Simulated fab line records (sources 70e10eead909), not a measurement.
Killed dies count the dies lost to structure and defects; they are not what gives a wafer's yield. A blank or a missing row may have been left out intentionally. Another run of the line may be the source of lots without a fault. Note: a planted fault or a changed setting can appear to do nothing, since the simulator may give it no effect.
Struck lot and sound lot, side by side    flow nand harc    15 steps out of a route of 1302
Sound: these wafers, L327.1, L327.3, L327.6. Struck: wafers L325.2, L325.3, L325.4. The cause is given at the end.
At each step with rows: each side's tool, then ch and its chambers, then its first start. Under that, the readings that differ: sound wafers    struck wafers    difference of the means    sigmas: that difference in standard deviations of wafers without a fault.
alike: a reading whose means differ by less than 2 such deviations, as well as words and numbers matching on both sides. not compared: withheld readings; readings where some wafer has no value; bounds like >300 that might hide an equal value; numbers whose values overlap and for which the record gives no deviation.
A row with sigmas, a row that says differs or no value, or rows on one side alone: a step with any of these is where the two part. Non-overlapping numbers with no deviation appear without sigmas and do not part them. A reading missing from all wafers of one side parts the sides only when that side holds two or more wafers.

first, 2 steps without rows for these wafers: NHARC_P_M2_DESCUM_14 (chemistry O2, time 3 s); NHARC_P_M2_ETCH_35 (etches the open film in N2/H2, target depth 40 nm, overetch 12 nm, time 43.94 s).
NHARC_P_M2_ETCH_15: etches the open film in C4F8/Ar, target depth 182.5 nm, time 91.2 s.
  sound: rie diel-13 ch 1,3; struck: rie diel-07 ch 1,2,3
  alike: oes product au, rf vpp V
  not compared: rf hours counter h
NHARC_P_M2_CD_MEAS_16:
  sound: cd sem-02 at day 13 08:38; struck: cd sem-02 at day 12 16:46
  alike: cd nm
then, 1 step without rows for these wafers: NHARC_P_M2_STRIP_18 (strips in N2/H2).
NHARC_P_M2_ETCH_28: etches the open film in CF4/N2, target depth 30 nm, time 72.99 s.
  sound: rie diel-09 ch 0,1,2; struck: rie diel-13 ch 0,1,3
  alike: drypump motor current A, mfc ar sccm, oes product au, rf vpp V, showerhead plenum p Torr, throttle valve pct
  not compared: rf hours counter h
then, 1 step without rows for these wafers: NHARC_P_M2_STRIP_19 (strips in post etch residue remover, time 600 s).
NHARC_P_M2_DEGAS_29: time 60 s.
  sound: pvd sputter-02 at day 13 09:21; struck: pvd sputter-03 at day 12 17:28
  alike: heater power w
NHARC_P_M2_PRE_CLEAN_30: time 30 s.
  sound on pvd sputter-02; struck on pvd sputter-03
  alike: heater power w
then, 1 step without rows for these wafers: NHARC_P_M2_PVD_20 (deposits TaN, target thk 5 nm, time 8.06 s).
NHARC_P_M2_PVD_21: deposits Cu, target thk 30 nm, time 20.49 s.
  sound on pvd sputter-02; struck on pvd sputter-03
  alike: throttle valve pct
then, 1 step without rows for these wafers: NHARC_P_M2_ECD_22 (material Cu, target thk 400 nm).
NHARC_P_M2_ANNEAL_31: time 90 s.
  struck on rtp anneal-02, day 12 18:15; sound on rtp anneal-02 ch 0, day 13 10:05
  no value came back on the struck wafers for anneal temp c (C), anneal temp c max, wafer_temp_C_max; on the sound wafers anneal temp c (C) reads 225.00 224.82 224.82
then, 1 step without rows for these wafers: NHARC_P_M2_CMP_23 (polishes, t overpolish 20 s, target thk 144.3 nm).
NHARC_END_SORT_01:
  the record has rows for the sound wafers here (prober-01 ch 0, day 31 00:20) and none for the struck ones

WHERE THEY PART
Last at NHARC_END_SORT_01 as far as this record goes, first at NHARC_P_M2_ANNEAL_31.

WHY: what the simulator had put in
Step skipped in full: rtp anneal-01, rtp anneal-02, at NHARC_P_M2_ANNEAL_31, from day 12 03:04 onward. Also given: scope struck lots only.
